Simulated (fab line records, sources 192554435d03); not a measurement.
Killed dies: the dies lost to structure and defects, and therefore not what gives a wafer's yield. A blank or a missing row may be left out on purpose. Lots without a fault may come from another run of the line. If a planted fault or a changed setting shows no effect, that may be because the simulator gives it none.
fab line records | flow n5-finfet
record: lots: 24 wafers: 72 last-day: 19
route steps=1938 shown BEOL_M11@1537
lots untouched by any fault: they come from a run of this same line in which no faults occurred
start-h: the number of hours between the record's first day and the start of the first shown wafer of the lot | wait-h: time in hours since the lot's previous step | " unchanged from the row above | L1.1+2: a single row standing in for several wafers | - no value present, or no start provided | * or withheld: withheld | < > ~ a bound
route shown NAME@n: names a module that has steps shown in the file, with the first one's number in the route | usual: the fault-free wafers' mean and standard deviation | same: alike in all rows | chamber/n: place in a boat | sites: readings site by site | _std_site: standard deviation of those values | _edge_site: mean of outer sites minus mean of inner sites | radius-mm: how far each site lies from the wafer's centre | mask NAME#n: copy n | behind: tool/chamber where the wafer was last shaped | hold: the reason the lot was held/the length of the hold in hours/how it ended | device: which transistor (n, p or np) failed to switch | end of line: the same wafers' tests at the end of the route | step lacking rows: just its recipe | killed: count of dies lost to structure and defects at first sort (not the wafer's yield) | map: the dies of a wafer, with x for killed, . for not killed, _ for no die there
set.NAME: the setting the step ran with; set.NAME@STEP: the setting that earlier step ran with | model.NAME: the simulator's own value behind a step, which no gauge read
route steps across a sampled set of lots; one table per step, one row per wafer
services: a tool's chamber out of use, with start hour (start-h, from the record's first day; less than 0 if before it), hours out, and reason
== steps ==
step: N5_BEOL_M11_CURE_71
recipe: temp-c: 385 time-s: 240 ambient: He/Ar material: SiCOH_lowk
usual: lamp-power-pct: 52.31/0.056 wafer_temp_C_max: 387.1/0.64
columns lot.wafer tool chamber start-h wait-h lamp-power-pct wafer_temp_C_max
L074.1 uv-cure-02 0 220.76 0.1 52.34 387.2
L074.4 " 0 " " 52.17 388.0
L074.6 " 0 " " 52.28 387.2
L075.2 uv-cure-02 1 225.22 0.2 52.36 388.7
L075.4 " 1 " " 52.27 387.8
L075.5 " 1 " " 52.30 388.0
L077.1 uv-cure-02 2 234.75 0.1 52.30 386.7
L077.2 " 2 " " 52.24 386.5
L077.4 " 2 " " 52.34 386.5
L078.1 uv-cure-02 2 237.78 0.0 52.43 386.8
L078.2 " 2 " " 52.34 386.7
L078.4 " 2 " " 52.37 386.2
L079.1 uv-cure-03 1 245.05 0.0 52.33 386.7
L079.4 " 1 " " 52.26 387.4
L079.6 " 1 " " 52.29 385.7
L080.2 uv-cure-02 1 250.43 0.1 52.23 387.3
L080.3 " 1 " " 52.24 387.9
L080.4 " 1 " " 52.36 387.8
L082.3 uv-cure-01 2 271.31 0.4 52.33 385.9
L082.4 " 2 " " 52.31 386.3
L082.6 " 2 " " 52.34 386.4
L081.3 uv-cure-03 1 271.91 0.3 52.25 387.2
L081.4 " 1 " " 52.32 386.6
L081.6 " 1 " " 52.32 386.9
L083.2 uv-cure-03 1 288.59 0.2 52.31 386.5
L083.5 " 1 " " 52.33 386.6
L083.6 " 1 " " 52.29 386.6
L084.1 uv-cure-01 0 295.99 0.0 52.36 386.7
L084.3 " 0 " " 52.41 386.8
L084.5 " 0 " " 52.36 387.0
L086.1 uv-cure-01 2 299.74 0.0 52.31 386.7
L086.2 " 2 " " 52.36 387.4
L086.3 " 2 " " 52.32 386.6
L085.2 uv-cure-03 2 301.30 0.1 52.28 387.3
L085.4 " 2 " " 52.30 387.2
L085.6 " 2 " " 52.45 387.9
L087.1 uv-cure-01 0 305.77 0.0 52.34 386.8
L087.2 " 0 " " 52.41 387.4
L087.5 " 0 " " 52.28 387.1
L089.1 uv-cure-02 1 312.65 0.0 52.32 388.4
L089.4 " 1 " " 52.31 387.5
L089.6 " 1 " " 52.29 388.0
L088.1 uv-cure-03 0 316.38 0.1 52.30 388.0
L088.4 " 0 " " 52.23 387.4
L088.5 " 0 " " 52.46 388.5
L090.1 uv-cure-02 2 317.88 0.0 52.34 387.3
L090.5 " 2 " " 52.27 386.7
L090.6 " 2 " " 52.33 386.9
L091.1 uv-cure-01 0 332.21 0.0 52.36 386.5
L091.2 " 0 " " 52.22 386.8
L091.4 " 0 " " 52.39 386.8
L092.2 uv-cure-01 1 334.90 0.2 52.36 386.0
L092.4 " 1 " " 52.26 386.6
L092.5 " 1 " " 52.30 385.9
L093.2 uv-cure-02 1 335.90 0.1 52.22 387.2
L093.4 " 1 " " 52.26 387.7
L093.6 " 1 " " 52.32 387.6
L094.4 uv-cure-02 1 364.70 0.3 52.25 387.7
L094.5 " 1 " " 52.32 387.6
L094.6 " 1 " " 52.30 387.6
L076.2 uv-cure-02 0 366.67 0.1 52.32 387.3
L076.3 " 0 " " 52.27 387.8
L076.5 " 0 " " 52.31 387.4
L095.1 uv-cure-03 2 370.62 0.0 52.29 388.0
L095.3 " 2 " " 52.27 387.5
L095.6 " 2 " " 52.38 387.5
L097.1 uv-cure-03 2 384.80 0.0 52.29 387.9
L097.3 " 2 " " 52.40 387.3
L097.6 " 2 " " 52.27 387.2
L096.1 uv-cure-02 2 404.53 0.0 52.30 386.9
L096.3 " 2 " " 52.26 386.3
L096.4 " 2 " " 52.25 386.5
step: N5_BEOL_M11_ETCH_62
recipe: chemistry: N2/H2 target: SOC target-depth-a: 1100 overetch-a: 220 mask-material: SiARC temp-c: 40 time-s: 165 ion-energy-ev: 200 pressure-mtorr: 30 source-w: 840 bias-w: 150 n2-flow-sccm: 200 h2-flow-sccm: 200
usual: drypump-motor-current-A: 5.6/0.39 h2-flow-sccm: 200.0/0.63 oes-product-au: 0.67/0.06 rf-vpp-V: 524.4/2.3 showerhead-plenum-p-Torr: 2.57/0.084 throttle-valve-pct: 18.00/0.19
columns lot.wafer tool chamber start-h wait-h drypump-motor-current-A h2-flow-sccm oes-product-au rf-hours-counter-h rf-vpp-V showerhead-plenum-p-Torr throttle-valve-pct
L074.1 rie-diel-04 3 223.99 0.0 5.4 200.6 0.57 242 523.5 2.52 18.25
L074.4 " 0 " " 5.5 199.4 0.62 - 525.5 2.63 17.69
L074.6 " 2 " " 5.0 200.3 0.76 - 524.8 2.59 17.81
L075.2 rie-diel-05 0 227.25 0.0 5.0 200.7 0.80 7 525.7 2.63 18.27
L075.4 " 3 " " 5.4 200.1 0.62 191 522.3 2.41 17.74
L075.5 " 2 " " 5.7 200.1 0.63 - 520.2 2.42 18.05
L077.1 rie-diel-05 1 237.40 0.0 6.2 200.6 0.67 101 524.6 2.58 18.19
L077.2 " 3 " " 5.3 199.6 0.62 194 521.0 2.41 17.75
L077.4 " 0 " " 4.9 199.7 0.79 10 524.8 2.62 18.28
L078.1 rie-diel-02 1 240.86 0.0 6.0 200.0 0.72 61 526.1 2.58 18.14
L078.2 " 0 " " 5.6 199.7 0.65 123 522.8 2.57 18.05
L078.4 " 2 " " 5.7 200.0 0.62 171 526.3 2.65 17.88
L079.1 rie-diel-02 0 248.35 0.0 5.5 200.9 0.65 125 524.5 2.57 18.05
L079.4 " 2 " " 5.7 201.1 0.62 173 527.0 2.64 17.87
L079.6 " 2 " " 5.7 200.4 0.62 - 527.0 2.64 17.89
L080.2 rie-diel-02 3 252.33 0.0 5.7 199.3 0.75 34 528.1 2.71 17.69
L080.3 " 2 " " 5.8 200.7 0.62 175 525.3 2.64 17.91
L080.4 " 0 " " 5.6 200.4 0.65 126 524.3 2.57 18.05
L082.3 rie-diel-02 3 274.94 0.0 5.7 201.0 0.74 39 528.5 2.71 17.69
L082.4 " 2 " " 5.7 200.8 0.62 180 526.1 2.64 17.91
L082.6 " 0 " " 5.6 200.9 0.65 - 523.6 2.57 18.05
L081.3 rie-diel-02 0 275.19 0.0 5.6 199.4 0.64 132 524.4 2.57 18.07
L081.4 " 3 " " 5.7 199.4 0.74 39 527.5 2.71 17.70
L081.6 " 2 " " 5.7 199.9 0.62 - 526.9 2.64 17.91
L083.2 rie-diel-02 2 292.24 0.0 5.7 200.3 0.61 186 526.2 2.64 17.90
L083.5 " 0 " " 5.5 199.0 0.64 - 524.4 2.56 18.07
L083.6 " 3 " " 5.7 199.3 0.73 - 526.7 2.71 17.71
L084.1 rie-diel-02 1 297.41 0.0 6.0 200.3 0.70 77 525.9 2.57 18.15
L084.3 " 0 " " 5.6 199.7 0.64 138 524.1 2.56 18.07
L084.5 " 0 " " 5.6 200.0 0.64 - 523.8 2.56 18.08
L086.1 rie-diel-05 3 301.03 0.0 5.3 200.3 0.61 207 519.7 2.40 17.77
L086.2 " 0 " " 5.0 199.8 0.76 27 524.3 2.62 18.30
L086.3 " 1 " " 6.2 199.6 0.66 120 525.0 2.57 18.22
L085.2 rie-diel-04 3 303.52 0.0 5.4 199.9 0.79 10 522.5 2.51 17.89
L085.4 " 1 " " 5.0 199.7 0.62 175 524.6 2.63 17.90
L085.6 " 2 " " 5.0 199.8 0.73 - 524.7 2.58 17.84
L087.1 rie-diel-04 1 308.55 0.0 5.0 200.3 0.63 176 526.8 2.63 17.91
L087.2 " 3 " " 5.3 199.6 0.80 12 522.4 2.51 17.89
L087.5 " 2 " " 5.0 199.9 0.72 - 525.2 2.58 17.85
L089.1 rie-diel-04 3 314.66 0.0 5.4 199.8 0.78 14 522.2 2.51 17.88
L089.4 " 1 " " 5.0 200.1 0.63 179 525.8 2.62 17.89
L089.6 " 2 " " 5.0 199.9 0.72 - 523.6 2.58 17.87
L088.1 rie-diel-05 3 318.25 0.0 5.4 200.9 0.61 212 520.5 2.40 17.79
L088.4 " 2 " " 5.7 200.4 0.62 197 519.9 2.41 18.10
L088.5 " 0 " " 5.0 199.4 0.75 - 525.3 2.61 18.30
L090.1 rie-diel-02 3 320.12 0.0 5.7 201.1 0.74 50 529.4 2.70 17.72
L090.5 " 1 " " 6.1 200.6 0.69 - 524.4 2.57 18.19
L090.6 " 0 " " 5.6 200.6 0.64 - 523.8 2.56 18.07
L091.1 rie-diel-04 1 335.80 0.0 5.0 198.8 0.62 186 525.4 2.62 17.92
L091.2 " 2 " " 5.0 200.7 0.71 56 525.4 2.58 17.88
L091.4 " 2 " " 5.0 200.1 0.71 - 526.3 2.58 17.88
L092.2 rie-diel-04 2 338.58 0.0 5.0 199.6 0.71 57 523.9 2.58 17.87
L092.4 " 1 " " 5.0 199.4 0.62 - 527.1 2.62 17.92
L092.5 " 2 " " 5.0 198.7 0.70 - 525.2 2.58 17.87
L093.2 rie-diel-05 2 338.74 0.0 5.7 199.5 0.60 203 519.3 2.41 18.09
L093.4 " 3 " " 5.4 199.2 0.61 219 520.5 2.40 17.80
L093.6 " 2 " " 5.7 199.8 0.61 - 519.8 2.41 18.10
L094.4 rie-diel-02 2 367.20 0.0 5.8 199.7 0.60 210 526.7 2.63 17.96
L094.5 " 2 " " 5.7 200.4 0.60 - 526.2 2.63 17.94
L094.6 " 1 " " 6.1 200.8 0.69 - 525.5 2.56 18.21
L076.2 rie-diel-05 2 368.29 0.0 5.6 200.2 0.60 211 520.4 2.41 18.11
L076.3 " 1 " " 6.2 200.7 0.65 138 523.8 2.56 18.25
L076.5 " 2 " " 5.7 200.1 0.60 - 521.2 2.41 18.11
L095.1 rie-diel-05 1 374.20 0.0 6.2 199.2 0.65 140 524.7 2.56 18.26
L095.3 " 0 " " 5.0 199.2 0.73 47 525.0 2.61 18.34
L095.6 " 1 " " 6.2 199.8 0.64 - 524.1 2.56 18.25
L097.1 rie-diel-05 1 388.11 0.0 6.2 198.8 0.65 145 523.8 2.56 18.28
L097.3 " 2 " " 5.7 200.2 0.60 219 521.5 2.40 18.14
L097.6 " 1 " " 6.2 199.3 0.64 - 523.2 2.56 18.27
L096.1 rie-diel-02 3 406.75 0.0 5.7 198.9 0.70 74 525.7 2.69 17.75
L096.3 " 2 " " 5.7 201.6 0.60 221 524.8 2.62 17.97
L096.4 " 0 " " 5.5 200.4 0.62 167 524.1 2.55 18.11
step: N5_BEOL_M11_INSPECT_30
recipe: mode: adi inspect-instrument: brightfield
usual: raw-defect-count: 444/120
columns lot.wafer tool chamber start-h wait-h raw-defect-count
L074.1 defect-inspect-01 - 224.93 0.0 516
L074.4 " - " " 516
L074.6 " - " " 380
L075.2 defect-inspect-02 - 231.06 0.0 488
L075.4 " - " " 380
L075.5 " - " " 409
L077.1 defect-inspect-01 - 240.06 0.0 526
L077.2 " - " " 481
L077.4 " - " " 486
L078.1 defect-inspect-01 - 243.51 0.0 476
L078.2 " - " " 404
L078.4 " - " " 398
L079.1 defect-inspect-01 - 250.66 0.0 372
L079.4 " - " " 472
L079.6 " - " " 433
L080.2 defect-inspect-01 - 263.58 0.0 462
L080.3 " - " " 373
L080.4 " - " " 465
L082.3 defect-inspect-01 - 276.51 0.0 774
L082.4 " - " " 488
L082.6 " - " " 507
L081.3 defect-inspect-01 - 276.68 0.0 387
L081.4 " - " " 366
L081.6 " - " " 382
L083.2 defect-inspect-01 - 293.26 0.0 352
L083.5 " - " " 500
L083.6 " - " " 480
L084.1 defect-inspect-01 - 298.37 0.0 420
L084.3 " - " " 355
L084.5 " - " " 520
L086.1 defect-inspect-01 - 302.11 0.0 479
L086.2 " - " " 478
L086.3 " - " " 723
L085.2 defect-inspect-01 - 306.39 0.0 476
L085.4 " - " " 355
L085.6 " - " " 322
L087.1 defect-inspect-02 - 310.33 0.0 492
L087.2 " - " " 413
L087.5 " - " " 483
L089.1 defect-inspect-01 - 315.97 0.0 583
L089.4 " - " " 505
L089.6 " - " " 782
L088.1 defect-inspect-02 - 319.35 0.0 314
L088.4 " - " " 298
L088.5 " - " " 376
L090.1 defect-inspect-01 - 324.30 0.0 460
L090.5 " - " " 442
L090.6 " - " " 682
L091.1 defect-inspect-02 - 337.51 0.0 328
L091.2 " - " " 254
L091.4 " - " " 260
L092.2 defect-inspect-01 - 340.15 0.0 419
L092.4 " - " " 393
L092.5 " - " " 437
L093.2 defect-inspect-01 - 340.30 0.0 546
L093.4 " - " " 427
L093.6 " - " " 582
L094.4 defect-inspect-01 - 368.82 0.0 243
L094.5 " - " " 358
L094.6 " - " " 304
L076.2 defect-inspect-01 - 369.21 0.0 589
L076.3 " - " " 603
L076.5 " - " " 452
L095.1 defect-inspect-01 - 375.39 0.0 391
L095.3 " - " " 522
L095.6 " - " " 486
L097.1 defect-inspect-02 - 388.82 0.0 467
L097.3 " - " " 272
L097.6 " - " " 308
L096.1 defect-inspect-02 - 408.55 0.0 375
L096.3 " - " " 349
L096.4 " - " " 375
step: N5_BEOL_M11_STRIP_36
recipe: chemistry: N2/H2 power-w: 450 temp-c: 40 pressure-mtorr: 20 rf-frequency-hz: 6e+07 overash-fraction: 0.3 bias-power-w: 7 h2-frac: 0.5 n2-flow-sccm: 200 h2-flow-sccm: 200
usual: drypump-motor-current-A: 5.6/0.36 h2-flow-sccm: 200.0/0.59 oes-product-au: 0.79/0.075 rf-vpp-V: 59.1/1.7 showerhead-plenum-p-Torr: 2.58/0.086 throttle-valve-pct: 23.8/0.33
columns lot.wafer tool chamber start-h wait-h drypump-motor-current-A h2-flow-sccm oes-product-au rf-hours-counter-h rf-vpp-V showerhead-plenum-p-Torr throttle-valve-pct
L074.1 rie-diel-04 2 225.23 0.0 5.0 200.1 0.88 22 58.8 2.59 23.6
L074.4 " 2 " " 5.0 200.7 0.90 - 59.6 2.59 23.6
L074.6 " 3 " " 5.4 199.4 0.66 - 60.5 2.51 24.0
L075.2 rie-diel-02 2 231.55 0.0 5.7 200.5 0.74 168 59.7 2.64 23.7
L075.4 " 0 " " 5.6 201.4 0.78 - 56.5 2.57 24.0
L075.5 " 2 " " 5.8 199.9 0.74 - 58.6 2.64 23.7
L077.1 rie-diel-05 1 240.37 0.0 6.2 199.7 0.80 101 57.7 2.58 24.3
L077.2 " 2 " " 5.7 200.9 0.74 174 60.8 2.42 23.8
L077.4 " 3 " " 5.4 199.8 0.73 194 61.0 2.41 23.4
L078.1 rie-diel-05 1 244.03 0.0 6.2 199.7 0.79 103 59.1 2.57 24.3
L078.2 " 0 " " 4.9 201.0 0.96 12 58.8 2.62 24.5
L078.4 " 2 " " 5.7 199.4 0.73 175 58.9 2.42 23.9
L079.1 rie-diel-02 2 251.24 0.0 5.7 200.3 0.75 174 60.5 2.64 23.7
L079.4 " 3 " " 5.7 199.9 0.88 33 58.8 2.71 23.5
L079.6 " 2 " " 5.7 199.7 0.74 - 59.8 2.64 23.7
L080.2 rie-diel-02 1 263.92 0.0 6.0 199.0 0.86 67 57.9 2.57 24.0
L080.3 " 2 " " 5.7 200.6 0.72 177 57.6 2.64 23.7
L080.4 " 3 " " 5.7 199.8 0.88 36 56.0 2.71 23.5
L082.3 rie-diel-02 2 276.82 0.0 5.7 199.7 0.73 181 58.1 2.64 23.7
L082.4 " 1 " " 6.0 200.9 0.85 70 61.3 2.57 24.1
L082.6 " 3 " " 5.7 200.4 0.88 - 61.6 2.70 23.5
L081.3 rie-diel-02 0 277.28 0.0 5.6 199.9 0.78 132 57.0 2.56 24.0
L081.4 " 3 " " 5.8 200.6 0.85 40 59.3 2.70 23.5
L081.6 " 3 " " 5.7 201.8 0.87 - 58.7 2.70 23.6
L083.2 rie-diel-04 1 293.57 0.0 5.0 200.6 0.72 172 62.0 2.62 23.7
L083.5 " 1 " " 5.0 200.5 0.74 - 59.9 2.62 23.8
L083.6 " 0 " " 5.5 199.4 0.69 - 59.1 2.62 23.4
L084.1 rie-diel-05 3 298.70 0.0 5.4 201.0 0.72 207 57.9 2.40 23.5
L084.3 " 0 " " 5.0 199.5 0.93 26 60.3 2.61 24.6
L084.5 " 2 " " 5.6 200.0 0.73 - 58.6 2.41 23.9
L086.1 rie-diel-02 1 302.42 0.0 6.1 200.2 0.85 78 59.5 2.57 24.1
L086.2 " 2 " " 5.7 200.3 0.72 189 58.6 2.64 23.7
L086.3 " 0 " " 5.6 200.0 0.76 139 60.2 2.56 24.0
L085.2 rie-diel-02 2 306.70 0.0 5.7 200.3 0.73 190 58.1 2.63 23.7
L085.4 " 1 " " 6.0 199.6 0.83 80 60.0 2.57 24.1
L085.6 " 2 " " 5.7 199.8 0.72 - 57.8 2.63 23.7
L087.1 rie-diel-02 3 310.63 0.0 5.7 199.9 0.85 46 59.2 2.70 23.5
L087.2 " 2 " " 5.7 200.4 0.71 191 57.9 2.63 23.7
L087.5 " 0 " " 5.6 200.5 0.76 - 58.8 2.56 24.0
L089.1 rie-diel-05 1 316.28 0.0 6.2 200.5 0.76 124 61.8 2.56 24.4
L089.4 " 2 " " 5.7 200.1 0.71 197 56.0 2.41 23.8
L089.6 " 1 " " 6.2 199.7 0.76 - 59.5 2.56 24.4
L088.1 rie-diel-02 2 319.80 0.0 5.7 200.2 0.71 195 55.7 2.63 23.7
L088.4 " 1 " " 6.0 200.5 0.84 84 58.4 2.56 24.1
L088.5 " 2 " " 5.7 199.6 0.71 - 60.2 2.63 23.7
L090.1 rie-diel-04 1 324.61 0.0 5.0 198.6 0.73 181 54.9 2.62 23.8
L090.5 " 3 " " 5.4 200.9 0.91 - 60.9 2.50 23.8
L090.6 " 2 " " 5.0 200.1 0.85 - 60.5 2.57 23.7
L091.1 rie-diel-05 2 337.82 0.0 5.7 199.3 0.71 203 59.7 2.40 23.9
L091.2 " 1 " " 6.2 199.2 0.75 130 59.4 2.56 24.3
L091.4 " 0 " " 5.0 199.9 0.88 37 59.3 2.61 24.5
L092.2 rie-diel-04 0 340.46 0.0 5.4 199.2 0.69 241 56.5 2.61 23.5
L092.4 " 0 " " 5.4 199.6 0.70 - 60.4 2.61 23.5
L092.5 " 2 " " 5.0 199.9 0.84 - 59.1 2.57 23.6
L093.2 rie-diel-02 0 340.69 0.0 5.6 198.4 0.75 151 58.6 2.55 24.0
L093.4 " 1 " " 6.1 200.5 0.83 91 62.2 2.56 24.1
L093.6 " 1 " " 6.1 200.5 0.81 - 62.8 2.56 24.1
L094.4 rie-diel-05 2 369.12 0.0 5.7 198.9 0.71 212 61.1 2.40 23.9
L094.5 " 2 " " 5.7 199.4 0.70 - 58.2 2.40 23.9
L094.6 " 3 " " 5.4 199.7 0.70 - 58.6 2.39 23.4
L076.2 rie-diel-02 1 369.86 0.0 6.1 201.3 0.81 98 61.5 2.56 24.1
L076.3 " 0 " " 5.6 200.3 0.74 158 60.3 2.55 24.0
L076.5 " 1 " " 6.0 200.6 0.81 - 61.4 2.56 24.1
L095.1 rie-diel-05 3 375.70 0.0 5.3 200.4 0.70 230 58.1 2.39 23.4
L095.3 " 2 " " 5.7 200.3 0.71 214 59.4 2.40 23.8
L095.6 " 2 " " 5.7 201.1 0.72 - 57.2 2.40 23.9
L097.1 rie-diel-04 1 389.46 0.0 5.0 199.8 0.70 201 59.9 2.61 23.8
L097.3 " 2 " " 5.0 199.0 0.81 72 60.2 2.57 23.7
L097.6 " 2 " " 5.0 200.7 0.81 - 58.5 2.57 23.7
L096.1 rie-diel-02 2 408.86 0.0 5.8 200.1 0.71 222 58.4 2.62 23.7
L096.3 " 1 " " 6.0 200.5 0.79 109 62.2 2.55 24.1
L096.4 " 0 " " 5.6 199.2 0.75 167 57.5 2.55 24.0
step: N5_BEOL_M11_TRENCH_ETCH_37
recipe: chemistry: C4F6/O2 target-depth-a: 1488.3 target: SiCOH_lowk time-s: 48 ion-energy-ev: 250 pressure-mtorr: 30 source-w: 345 bias-w: 185 Ar_flow_sccm: 300 C4F6_flow_sccm: 10 O2_flow_sccm: 10
usual: drypump-motor-current-A: 5.6/0.36 oes-product-au: 0.79/0.076 rf-vpp-V: 671/16 showerhead-plenum-p-Torr: 2.89/0.094 throttle-valve-pct: 21.10/0.15
columns lot.wafer tool chamber start-h wait-h drypump-motor-current-A oes-product-au rf-hours-counter-h rf-vpp-V showerhead-plenum-p-Torr throttle-valve-pct
L074.1 rie-diel-04 2 - - 4.9 0.90 22 683 2.92 21.13
L074.4 " 2 " " 5.0 0.90 - 683 2.92 21.12
L074.6 " 3 " " 5.4 0.66 - 678 2.79 21.18
L075.2 rie-diel-02 2 - - 5.7 0.75 168 695 2.96 20.98
L075.4 " 0 " " 5.5 0.77 - 660 2.88 21.16
L075.5 " 2 " " 5.7 0.74 - 695 2.96 20.98
L077.1 rie-diel-05 1 - - 6.2 0.79 101 672 2.86 21.02
L077.2 " 2 " " 5.7 0.73 174 636 2.70 21.03
L077.4 " 3 " " 5.4 0.73 194 668 2.75 21.09
L078.1 rie-diel-05 1 - - 6.1 0.80 103 671 2.86 21.00
L078.2 " 0 " " 4.9 0.93 12 683 2.92 21.25
L078.4 " 2 " " 5.7 0.73 175 633 2.70 21.05
L079.1 rie-diel-02 2 - - 5.7 0.74 174 695 2.95 21.00
L079.4 " 3 " " 5.7 0.88 33 658 3.04 20.98
L079.6 " 2 " " 5.7 0.75 - 695 2.95 21.01
L080.2 rie-diel-02 1 - - 6.1 0.85 67 667 2.89 21.34
L080.3 " 2 " " 5.7 0.74 177 695 2.95 21.00
L080.4 " 3 " " 5.7 0.88 36 656 3.04 20.97
L082.3 rie-diel-02 2 - - 5.7 0.74 181 695 2.95 20.99
L082.4 " 1 " " 6.0 0.84 70 667 2.89 21.37
L082.6 " 3 " " 5.7 0.88 - 656 3.04 20.99
L081.3 rie-diel-02 0 - - 5.6 0.75 132 659 2.88 21.20
L081.4 " 3 " " 5.7 0.87 40 658 3.04 21.00
L081.6 " 3 " " 5.7 0.88 - 656 3.04 20.99
L083.2 rie-diel-04 1 - - 5.0 0.72 173 680 2.95 21.05
L083.5 " 1 " " 5.0 0.72 - 680 2.95 21.03
L083.6 " 0 " " 5.5 0.72 - 687 2.94 20.82
L084.1 rie-diel-05 3 - - 5.4 0.72 207 668 2.74 21.11
L084.3 " 0 " " 5.0 0.90 26 682 2.92 21.27
L084.5 " 2 " " 5.7 0.72 - 634 2.69 21.06
L086.1 rie-diel-02 1 - - 6.0 0.84 79 668 2.89 21.36
L086.2 " 2 " " 5.7 0.73 189 695 2.95 21.04
L086.3 " 0 " " 5.6 0.76 139 658 2.87 21.19
L085.2 rie-diel-02 2 - - 5.7 0.72 190 695 2.95 21.02
L085.4 " 1 " " 6.1 0.84 80 665 2.89 21.39
L085.6 " 2 " " 5.7 0.73 - 694 2.95 21.02
L087.1 rie-diel-02 3 - - 5.7 0.87 47 656 3.03 20.99
L087.2 " 2 " " 5.7 0.73 191 696 2.95 21.01
L087.5 " 0 " " 5.6 0.76 - 659 2.87 21.20
L089.1 rie-diel-05 1 - - 6.2 0.77 124 671 2.85 21.04
L089.4 " 2 " " 5.6 0.71 197 636 2.69 21.06
L089.6 " 1 " " 6.2 0.76 - 669 2.85 21.05
L088.1 rie-diel-02 2 - - 5.8 0.72 195 695 2.94 21.02
L088.4 " 1 " " 6.0 0.83 84 666 2.89 21.37
L088.5 " 2 " " 5.7 0.73 - 695 2.94 21.04
L090.1 rie-diel-04 1 - - 5.0 0.71 181 680 2.95 21.06
L090.5 " 3 " " 5.4 0.91 - 676 2.78 20.89
L090.6 " 2 " " 5.0 0.86 - 682 2.90 21.16
L091.1 rie-diel-05 2 - - 5.6 0.71 203 633 2.68 21.08
L091.2 " 1 " " 6.2 0.76 130 670 2.85 21.05
L091.4 " 0 " " 5.0 0.88 37 683 2.91 21.30
L092.2 rie-diel-04 0 - - 5.5 0.70 241 686 2.93 20.87
L092.4 " 0 " " 5.5 0.70 - 685 2.93 20.84
L092.5 " 2 " " 5.0 0.84 - 682 2.90 21.19
L093.2 rie-diel-02 0 - - 5.6 0.75 151 659 2.87 21.21
L093.4 " 1 " " 6.0 0.83 91 669 2.88 21.39
L093.6 " 1 " " 6.0 0.83 - 666 2.88 21.38
L094.4 rie-diel-05 2 - - 5.7 0.70 212 634 2.68 21.08
L094.5 " 2 " " 5.7 0.70 - 632 2.68 21.09
L094.6 " 3 " " 5.3 0.71 - 669 2.73 21.15
L076.2 rie-diel-02 1 - - 6.0 0.81 98 667 2.88 21.38
L076.3 " 0 " " 5.6 0.73 158 659 2.87 21.23
L076.5 " 1 " " 6.1 0.81 - 667 2.88 21.40
L095.1 rie-diel-05 3 - - 5.4 0.70 230 668 2.73 21.14
L095.3 " 2 " " 5.7 0.71 214 634 2.68 21.09
L095.6 " 2 " " 5.7 0.70 - 635 2.68 21.12
L097.1 rie-diel-04 1 - - 5.0 0.69 201 679 2.94 21.08
L097.3 " 2 " " 5.0 0.82 72 683 2.90 21.21
L097.6 " 2 " " 5.0 0.82 - 682 2.90 21.20
L096.1 rie-diel-02 2 - - 5.8 0.72 222 694 2.93 21.07
L096.3 " 1 " " 6.0 0.81 109 667 2.87 21.41
L096.4 " 0 " " 5.6 0.74 167 660 2.86 21.23
step: N5_BEOL_M11_INSPECT_58
recipe: inspect-instrument: darkfield mode: post-dep
usual: raw-defect-count: 65/22
columns lot.wafer tool chamber start-h wait-h raw-defect-count
L074.1 defect-inspect-02 - 227.88 0.0 79
L074.4 " - " " 104
L074.6 " - " " 95
L075.2 defect-inspect-02 - 234.37 0.0 41
L075.4 " - " " 40
L075.5 " - " " 31
L077.1 defect-inspect-02 - 243.14 0.0 52
L077.2 " - " " 49
L077.4 " - " " 34
L078.1 defect-inspect-01 - 247.88 0.0 45
L078.2 " - " " 84
L078.4 " - " " 65
L079.1 defect-inspect-01 - 257.57 0.0 110
L079.4 " - " " 56
L079.6 " - " " 49
L080.2 defect-inspect-02 - 266.97 0.0 93
L080.3 " - " " 44
L080.4 " - " " 38
L082.3 defect-inspect-02 - 279.60 0.0 52
L082.4 " - " " 49
L082.6 " - " " 50
L081.3 defect-inspect-02 - 280.41 0.0 72
L081.4 " - " " 58
L081.6 " - " " 61
L083.2 defect-inspect-02 - 298.00 0.0 57
L083.5 " - " " 40
L083.6 " - " " 32
L084.1 defect-inspect-01 - 301.37 0.0 99
L084.3 " - " " 42
L084.5 " - " " 56
L086.1 defect-inspect-02 - 305.43 0.0 64
L086.2 " - " " 54
L086.3 " - " " 60
L085.2 defect-inspect-01 - 309.74 0.0 67
L085.4 " - " " 128
L085.6 " - " " 65
L087.1 defect-inspect-01 - 314.61 0.0 51
L087.2 " - " " 42
L087.5 " - " " 44
L089.1 defect-inspect-02 - 319.98 0.0 61
L089.4 " - " " 92
L089.6 " - " " 72
L088.1 defect-inspect-01 - 323.97 0.0 56
L088.4 " - " " 37
L088.5 " - " " 48
L090.1 defect-inspect-02 - 328.92 0.0 48
L090.5 " - " " 37
L090.6 " - " " 51
L091.1 defect-inspect-01 - 341.41 0.0 59
L091.2 " - " " 64
L091.4 " - " " 55
L092.2 defect-inspect-01 - 343.13 0.0 45
L092.4 " - " " 58
L092.5 " - " " 55
L093.2 defect-inspect-02 - 343.53 0.0 64
L093.4 " - " " 69
L093.6 " - " " 50
L094.4 defect-inspect-01 - 371.82 0.0 139
L094.5 " - " " 46
L094.6 " - " " 45
L076.2 defect-inspect-02 - 374.56 0.0 103
L076.3 " - " " 83
L076.5 " - " " 119
L095.1 defect-inspect-01 - 380.18 0.0 102
L095.3 " - " " 104
L095.6 " - " " 84
L097.1 defect-inspect-01 - 393.87 0.0 104
L097.3 " - " " 57
L097.6 " - " " 83
L096.1 defect-inspect-01 - 412.38 0.0 100
L096.3 " - " " 83
L096.4 " - " " 68
== services ==
columns tool chamber start-h hours kind
rie-diel-05 1 213.02 4.7 repair
rie-diel-04 1 214.95 6.7 repair
rie-diel-04 1 222.61 13.5 repair
rie-diel-05 1 230.47 5.5 repair
rie-diel-02 1 230.65 2.4 repair
rie-diel-04 3 248.14 - clean
rie-diel-04 3 248.14 - consumable-replace:focus-ring
rie-diel-04 3 248.14 17.8 scheduled-down
rie-diel-04 3 248.14 17.8 vent-cycle
rie-diel-05 3 263.47 13.5 repair
uv-cure-02 - 267.70 6.0 pm
uv-cure-03 - 272.78 7.5 pm
uv-cure-03 - 284.29 0.6 repair
uv-cure-01 - 284.76 2.1 pm
rie-diel-02 3 294.20 9.6 repair
rie-diel-04 3 330.35 22.4 repair
uv-cure-02 - 346.01 2.8 pm
uv-cure-01 - 350.32 7.5 pm
rie-diel-04 0 370.65 - clean
rie-diel-04 0 370.65 - consumable-replace:focus-ring
uv-cure-03 - 374.45 5.2 repair
rie-diel-02 0 375.55 2.3 repair
uv-cure-02 - 382.82 2.1 repair
rie-diel-05 2 392.86 3.8 repair
== key ==
fault none
